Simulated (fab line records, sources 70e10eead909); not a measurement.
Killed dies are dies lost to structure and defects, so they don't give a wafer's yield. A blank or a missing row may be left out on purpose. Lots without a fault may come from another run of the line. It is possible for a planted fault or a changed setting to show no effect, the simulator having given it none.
fab line records | flow nandHarc
[record] lots = 14 wafers = 42 lastDay = 25
route steps=1159 shown P_M1@298 P_M2@325
lots that met no fault: taken from a fault-free run of the same line
startH: hours from the record's opening day to when the first of the lot's shown wafers began | waitH: hours since the lot's step before | " the same as in the row above | L1.1+2: one row covering several wafers at once | - no value, or no start given | * or withheld: withheld | < > ~ a bound
route shown NAME@n: a module of which the file shows steps, and the number in the route of the first | usual: mean and standard deviation over wafers with no fault | same: alike in all rows | chamber/n: place in a boat | sites: each site's reading | _std_site: the values' standard deviation | _edge_site: inner sites' mean taken away from outer sites' mean | radiusMm: how far each site lies from the wafer's centre | mask NAME#n: copy n | behind: the last tool/chamber to shape the wafer | hold: cause of the lot's hold/its duration in hours/its outcome | device: transistor that didn't switch, given as n, p or np | end of line: the route-end tests of the same wafers | for a step that has no rows: nothing shown but its recipe | killed: dies lost to structure and defects at the first sort, not the wafer's yield | map: shows each die of a wafer: x if killed, . if not, _ if none is there
set.NAME: the setting that was run; set.NAME@STEP: the one run at that earlier step | model.NAME: the simulator's own value behind a step, which no gauge read
a sample of lots followed through the steps of the route, with each step as a table and each wafer as a row
services: from which hour (startH, from the record's first day; less than 0 if before it) a tool's chamber was out of use, for how many hours, and why
[[steps]]
[step NHARC_P_M1_DESCUM_14]
[recipe] timeS = 3 o2FlowSccm = 200 arFlowSccm = 0 biasPowerW = 0 chemistry = O2
[usual] drypumpMotorCurrentA = 5.6/0.38 oesProductAu = 1.002/0.013 rfVppV = 57.8/0.85 showerheadPlenumPTorr = 1.94/0.068 throttleValvePct = 11.312/0.0096
// columns lot.wafer tool chamber startH waitH drypumpMotorCurrentA oesProductAu rfHoursCounterH rfVppV showerheadPlenumPTorr throttleValvePct
L473.2 rieDiel-03 1 129.43 0.1 5.3 0.999 5 57.2 1.91 11.303
L473.1 " 0 " " 6.4 0.983 4 56.8 1.98 11.332
L473.5 " 2 " " 5.7 0.978 - 57.6 1.88 11.296
L474.1 rieDiel-03 0 130.06 0.1 6.4 0.982 4 56.0 1.98 11.305
L474.4 " 1 " " 5.2 0.997 5 55.6 1.91 11.298
L474.6 " 0 " " 6.4 0.979 - 58.7 1.98 11.303
L476.4 rieDiel-11 1 138.33 0.1 5.2 1.012 9 57.7 1.93 11.322
L476.6 " 0 " " 5.4 1.014 - 56.9 2.01 11.319
L476.5 " 1 " " 5.2 1.000 - 58.8 1.93 11.315
L477.1 rieDiel-03 0 144.14 0.1 6.4 0.981 5 58.5 1.98 11.296
L477.4 " 2 " " 5.8 0.977 6 56.4 1.88 11.290
L477.3 " 3 " " 5.7 0.990 7 56.8 1.81 11.321
L480.1 rieDiel-11 1 158.73 0.1 5.2 1.026 10 57.9 1.93 11.323
L480.3 " 2 " " 5.6 1.010 10 56.7 1.98 11.321
L480.6 " 1 " " 5.2 1.012 - 58.4 1.93 11.320
L479.3 rieDiel-03 3 159.95 0.1 5.7 1.003 8 56.6 1.81 11.327
L479.1 " 0 " " 6.4 0.994 6 57.9 1.98 11.311
L479.4 " 1 " " 5.3 1.003 7 59.2 1.91 11.322
L481.1 rieDiel-03 1 174.75 0.1 5.2 1.003 8 58.0 1.91 11.326
L481.2 " 2 " " 5.8 0.968 7 58.3 1.88 11.324
L481.4 " 3 " " 5.7 0.991 8 57.5 1.81 11.305
L482.4 rieDiel-11 1 175.45 0.1 5.2 1.025 11 58.2 1.93 11.312
L482.1 " 2 " " 5.5 1.009 11 58.0 1.98 11.313
L482.2 " 3 " " 5.4 1.011 11 59.5 1.94 11.301
L487.3 rieDiel-05 2 198.44 0.1 6.3 1.006 1 58.4 1.82 11.321
L487.1 " 0 " " 5.9 1.021 1 59.3 1.95 11.329
L487.5 " 3 " " 5.1 1.001 - 57.6 2.05 11.304
L485.3 rieDiel-05 3 199.53 0.1 5.1 1.002 1 57.4 2.05 11.309
L485.1 " 0 " " 5.9 1.016 1 58.5 1.95 11.308
L485.5 " 2 " " 6.3 1.004 - 56.8 1.82 11.307
L486.1 rieDiel-11 0 200.22 0.1 5.4 1.002 0 58.8 2.01 11.294
L486.6 " 1 " " 5.2 0.987 - 57.0 1.93 11.305
L486.5 " 2 " " 5.5 0.997 - 57.2 1.98 11.300
L488.2 rieDiel-05 3 222.78 0.1 5.1 0.997 1 58.6 2.05 11.315
L488.1 " 0 " " 5.9 1.019 1 58.5 1.95 11.297
L488.6 " 3 " " 5.1 1.002 - 59.1 2.05 11.301
L495.1 rieDiel-11 2 251.71 0.1 5.6 1.017 4 58.2 1.97 11.317
L495.2 " 3 " " 5.4 1.002 4 57.5 1.94 11.314
L495.3 " 1 " " 5.2 0.994 3 56.7 1.93 11.318
L496.4 rieDiel-03 2 252.25 0.1 5.7 0.994 2 57.8 1.88 11.294
L496.3 " 3 " " 5.7 0.998 2 57.8 1.81 11.305
L496.6 " 1 " " 5.2 0.989 - 58.4 1.91 11.309
[step NHARC_P_M1_INSPECT_27]
[usual] rawDefectCount = 302/90
// columns lot.wafer tool chamber startH waitH rawDefectCount
L473.1 defectInspect-02 - 132.03 0.0 166
L473.2 " - " " 465
L473.5 " - " " 328
L474.1 defectInspect-02 - 132.63 0.0 270
L474.4 " - " " 400
L474.6 " - " " 319
L476.4 defectInspect-02 - 140.90 0.0 326
L476.5 " - " " 242
L476.6 " - " " 267
L477.1 defectInspect-01 - 146.78 0.0 349
L477.3 " - " " 225
L477.4 " - " " 289
L480.1 defectInspect-02 - 161.40 0.0 499
L480.3 " - " " 379
L480.6 " - " " 489
L479.1 defectInspect-01 - 162.67 0.0 228
L479.3 " - " " 294
L479.4 " - " " 211
L481.1 defectInspect-02 - 177.54 0.1 175
L481.2 " - " " 206
L481.4 " - " " 128
L482.1 defectInspect-01 - 178.02 0.0 418
L482.2 " - " " 349
L482.4 " - " " 262
L487.1 defectInspect-02 - 201.00 0.0 154
L487.3 " - " " 298
L487.5 " - " " 346
L485.1 defectInspect-02 - 202.10 0.0 352
L485.3 " - " " 360
L485.5 " - " " 307
L486.1 defectInspect-02 - 202.78 0.0 221
L486.5 " - " " 251
L486.6 " - " " 236
L488.1 defectInspect-02 - 225.49 0.0 198
L488.2 " - " " 196
L488.6 " - " " 192
L495.1 defectInspect-02 - 254.73 0.0 448
L495.2 " - " " 340
L495.3 " - " " 255
L496.3 defectInspect-02 - 255.05 0.0 304
L496.4 " - " " 445
L496.6 " - " " 225
[step NHARC_P_M2_EXPOSE_06]
[recipe] na = 1.35 targetCdNm = 170 doseMj = 80.78 maskId = P_M2
[usual] exposureDoseMJCm2 = 80.73/0.076
// columns lot.wafer tool chamber startH waitH mask exposureDoseMJCm2
L473.1 arfiScanner-02 0 133.26 - P_M2#0 80.80
L473.2 " 0 " " P_M2#0 80.84
L473.5 " 0 " " P_M2#0 80.82
L474.1 arfiScanner-03 0 133.88 - P_M2#0 80.67
L474.4 " 0 " " P_M2#0 80.70
L474.6 " 0 " " P_M2#0 80.79
L476.4 arfiScanner-02 0 142.17 - P_M2#0 80.88
L476.5 " 0 " " P_M2#0 80.89
L476.6 " 0 " " P_M2#0 80.80
L477.1 arfiScanner-01 0 147.89 - P_M2#0 80.72
L477.3 " 0 " " P_M2#0 80.74
L477.4 " 0 " " P_M2#0 80.66
L480.1 arfiScanner-01 0 162.62 - P_M2#0 80.74
L480.3 " 0 " " P_M2#0 80.70
L480.6 " 0 " " P_M2#0 80.76
L479.1 arfiScanner-03 0 163.92 - P_M2#0 80.65
L479.3 " 0 " " P_M2#0 80.64
L479.4 " 0 " " P_M2#0 80.83
L481.1 arfiScanner-03 0 178.67 - P_M2#0 80.66
L481.2 " 0 " " P_M2#0 80.75
L481.4 " 0 " " P_M2#0 80.61
L482.1 arfiScanner-03 0 179.13 - P_M2#0 80.72
L482.2 " 0 " " P_M2#0 80.67
L482.4 " 0 " " P_M2#0 80.59
L487.1 arfiScanner-01 0 202.24 - P_M2#0 80.76
L487.3 " 0 " " P_M2#0 80.66
L487.5 " 0 " " P_M2#0 80.72
L485.1 arfiScanner-01 0 203.29 - P_M2#0 49.59
L485.3 " 0 " " P_M2#0 49.56
L485.5 " 0 " " P_M2#0 49.53
L486.1 arfiScanner-01 0 203.93 - P_M2#0 55.76
L486.5 " 0 " " P_M2#0 55.61
L486.6 " 0 " " P_M2#0 55.74
L488.1 arfiScanner-03 0 226.72 - P_M2#0 80.68
L488.2 " 0 " " P_M2#0 80.77
L488.6 " 0 " " P_M2#0 80.79
L495.1 arfiScanner-03 0 256.32 - P_M2#0 80.63
L495.2 " 0 " " P_M2#0 80.63
L495.3 " 0 " " P_M2#0 80.62
L496.3 arfiScanner-03 0 256.35 - P_M2#0 80.70
L496.4 " 0 " " P_M2#0 80.76
L496.6 " 0 " " P_M2#0 80.83
[step NHARC_P_M2_CD_MEAS_09]
[recipe] targetCdNm = 170 landingEnergyEv = 500
[usual] cdNm = 169.7/0.8
// columns lot.wafer tool chamber startH waitH cdNm
L473.1 cdSem-03 0 133.40 - 169.1
L473.2 " 0 " " 168.4
L473.5 " 0 " " 169.2
L474.1 cdSem-03 0 134.02 - 170.2
L474.4 " 0 " " 170.6
L474.6 " 0 " " 172.2
L476.4 cdSem-01 0 142.30 - 168.4
L476.5 " 0 " " 169.6
L476.6 " 0 " " 168.5
L477.1 cdSem-02 0 148.03 - 168.9
L477.3 " 0 " " 169.4
L477.4 " 0 " " 168.4
L480.1 cdSem-03 0 162.76 - 172.3
L480.3 " 0 " " 170.3
L480.6 " 0 " " 170.9
L479.1 cdSem-03 0 164.06 - 170.0
L479.3 " 0 " " 170.3
L479.4 " 0 " " 169.0
L481.1 cdSem-01 0 178.82 - 169.6
L481.2 " 0 " " 169.2
L481.4 " 0 " " 170.2
L482.1 cdSem-02 0 179.27 - 169.9
L482.2 " 0 " " 169.1
L482.4 " 0 " " 169.4
L487.1 cdSem-01 0 202.38 - 169.2
L487.3 " 0 " " 169.0
L487.5 " 0 " " 169.3
L485.1 cdSem-02 0 203.43 - 140.9
L485.3 " 0 " " 141.4
L485.5 " 0 " " 140.7
L486.1 cdSem-03 0 204.07 - 147.5
L486.5 " 0 " " 147.9
L486.6 " 0 " " 148.2
L488.1 cdSem-03 0 226.86 - 168.6
L488.2 " 0 " " 168.5
L488.6 " 0 " " 168.8
L495.1 cdSem-01 0 256.46 - 168.7
L495.2 " 0 " " 169.7
L495.3 " 0 " " 169.4
L496.3 cdSem-01 0 256.50 - 171.1
L496.4 " 0 " " 170.5
L496.6 " 0 " " 171.0
[step NHARC_P_M2_ETCH_28]
[recipe] targetDepthA = 300 overEtchFrac = 0.3 timeS = 72.99 ionEnergyEv = 150 cf4FlowSccm = 50 n2FlowSccm = 100 arFlowSccm = 150 rfW = 300 biasW = 100 chemistry = CF4/N2
[usual] drypumpMotorCurrentA = 6.1/0.5 oesProductAu = 0.999/0.0087 rfFwdPowerW = 297.1/1.4 rfVppV = 313.8/1.8 showerheadPlenumPTorr = 2.60/0.089 throttleValvePct = 19.793/0.0093
// columns lot.wafer tool chamber startH waitH drypumpMotorCurrentA oesProductAu rfFwdPowerW rfHoursCounterH rfVppV showerheadPlenumPTorr throttleValvePct
L473.1 rieDiel-04 0 - - 4.8 1.007 297.7 3 311.8 2.49 19.797
L473.2 " 1 " " 5.7 1.000 299.7 2 314.9 2.71 19.800
L473.5 " 1 " " 5.7 1.011 298.4 - 317.1 2.71 19.799
L474.1 rieDiel-04 1 - - 5.7 1.002 298.3 2 317.0 2.71 19.805
L474.4 " 2 " " 5.7 1.000 298.1 2 312.9 2.56 19.790
L474.6 " 0 " " 4.8 0.998 295.8 - 312.1 2.49 19.806
L476.4 rieDiel-04 1 - - 5.7 1.004 297.0 5 316.2 2.71 19.789
L476.6 " 1 " " 5.7 1.010 298.0 - 315.7 2.71 19.774
L476.5 " 2 " " 5.8 0.983 297.7 - 313.0 2.56 19.804
L477.3 rieDiel-06 1 - - 6.3 1.006 295.4 3 313.3 2.60 19.793
L477.1 " 2 " " 6.6 1.004 297.9 3 313.1 2.52 19.793
L477.4 " 3 " " 6.5 1.004 296.7 3 311.6 2.50 19.812
L480.3 rieDiel-07 3 - - 6.2 0.995 298.2 41 315.8 2.77 19.803
L480.1 " 0 " " 5.5 1.015 298.3 34 317.1 2.73 19.797
L480.6 " 3 " " 6.2 1.001 298.8 - 316.9 2.77 19.787
L479.4 rieDiel-06 1 - - 6.4 0.998 295.6 3 312.8 2.60 19.812
L479.1 " 2 " " 6.5 1.005 298.7 3 313.9 2.52 19.772
L479.3 " 3 " " 6.5 1.007 295.8 3 311.2 2.50 19.812
L481.2 rieDiel-06 0 - - 5.8 0.995 295.6 4 316.2 2.68 19.783
L481.4 " 1 " " 6.3 0.997 294.9 4 315.5 2.60 19.804
L481.1 " 2 " " 6.6 1.007 299.0 4 311.0 2.52 19.784
L482.4 rieDiel-06 1 - - 6.4 1.003 295.9 4 312.6 2.60 19.787
L482.2 " 2 " " 6.5 0.982 298.5 4 312.2 2.52 19.801
L482.1 " 3 " " 6.5 0.995 295.4 4 311.5 2.49 19.805
L487.3 rieDiel-07 0 - - 5.5 0.994 299.9 47 315.9 2.73 19.800
L487.1 " 2 " " 5.9 1.008 298.0 54 314.0 2.64 19.800
L487.5 " 0 " " 5.5 0.994 299.6 - 315.0 2.73 19.791
L485.1 rieDiel-06 2 - - 6.5 0.993 299.6 5 312.0 2.52 19.789
L485.3 " 3 " " 6.5 1.007 297.5 5 312.1 2.49 19.787
L485.5 " 0 " " 5.9 0.994 296.2 - 315.6 2.68 19.799
L486.1 rieDiel-06 2 - - 6.5 0.996 299.1 5 312.4 2.52 19.795
L486.6 " 2 " " 6.5 0.988 299.3 - 311.9 2.52 19.806
L486.5 " 3 " " 6.5 1.012 296.9 - 312.5 2.49 19.800
L488.2 rieDiel-06 1 - - 6.3 1.004 295.4 6 313.0 2.60 19.789
L488.1 " 2 " " 6.6 0.993 298.5 6 312.2 2.52 19.799
L488.6 " 1 " " 6.3 0.993 295.5 - 314.9 2.60 19.799
L495.2 rieDiel-06 2 - - 6.5 0.997 299.4 0 311.7 2.52 19.790
L495.3 " 3 " " 6.5 0.988 297.1 0 312.2 2.49 19.791
L495.1 " 0 " " 5.9 1.008 296.6 0 315.0 2.68 19.783
L496.4 rieDiel-04 1 - - 5.7 0.990 297.1 31 316.5 2.70 19.788
L496.3 " 3 " " 6.6 1.000 296.0 31 315.9 2.74 19.781
L496.6 " 0 " " 4.8 1.009 296.4 - 313.3 2.48 19.785
[[services]]
// columns tool chamber startH hours kind
rieDiel-04 2 109.67 10.2 repair
rieDiel-04 - 112.27 9.0 pm
rieDiel-05 3 114.35 2.7 repair
rieDiel-05 2 133.48 5.2 repair
rieDiel-05 1 135.13 49.1 repair
arfiScanner-03 - 140.00 4.0 pm
arfiScanner-02 - 147.88 2.8 repair
rieDiel-07 0 156.86 6.5 repair
arfiScanner-02 - 157.07 0.7 repair
arfiScanner-03 - 158.15 4.4 repair
arfiScanner-02 - 161.32 1.4 repair
rieDiel-05 - 163.60 9.0 pm
rieDiel-04 0 177.00 7.6 repair
rieDiel-11 - 189.50 9.0 pm
arfiScanner-02 - 189.99 6.1 repair
arfiScanner-01 - 196.00 4.0 pm
rieDiel-06 0 211.48 4.1 repair
rieDiel-03 - 215.30 9.0 pm
rieDiel-05 2 227.71 5.5 repair
rieDiel-07 - 228.20 9.0 pm
rieDiel-06 - 241.20 9.0 pm
arfiScanner-03 - 244.61 0.4 repair
rieDiel-05 0 253.44 1.8 repair
arfiScanner-02 - 256.00 4.0 pm
[[key]]
[firstSign] step = NHARC_P_M2_EXPOSE_06 reading = exposureDoseMJCm2 direction = down sigmas = 99+ usual = 80.73 struck = 52.63
[effect] step = NHARC_P_M2_CD_MEAS_09 reading = cdNm direction = down sigmas = 31 usual = 169.7 struck = 144.4 through = controlLoop
metAt NHARC_P_M2_EXPOSE_06
struckLots L485,L486
sortLeftOut L485.1,L485.3,L485.5,L486.1,L486.5,L486.6
[loopTrim] step = NHARC_P_M2_EXPOSE_06 setting = dose lots = L486
notActingAt NHARC_P_M1_DESCUM_14,NHARC_P_M1_INSPECT_27,NHARC_P_M2_ETCH_28
onsetBetween 202.24 203.29
[fault] kind = processParameterDrift tool = arfiScanner-01 chamber = - onsetH = 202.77 steps = NHARC_P_M2_EXPOSE_06 channel = doseMj offset = -31.204 shape = step actsIn = theseRecipesOnly stated = 80.78
// sortLeftOut: the simulated sort isn't trusted on such a fault, so these wafers' sort isn't shown, and their yield isn't known
// loopTrim: a control loop set the setting to another value than it would have without faults
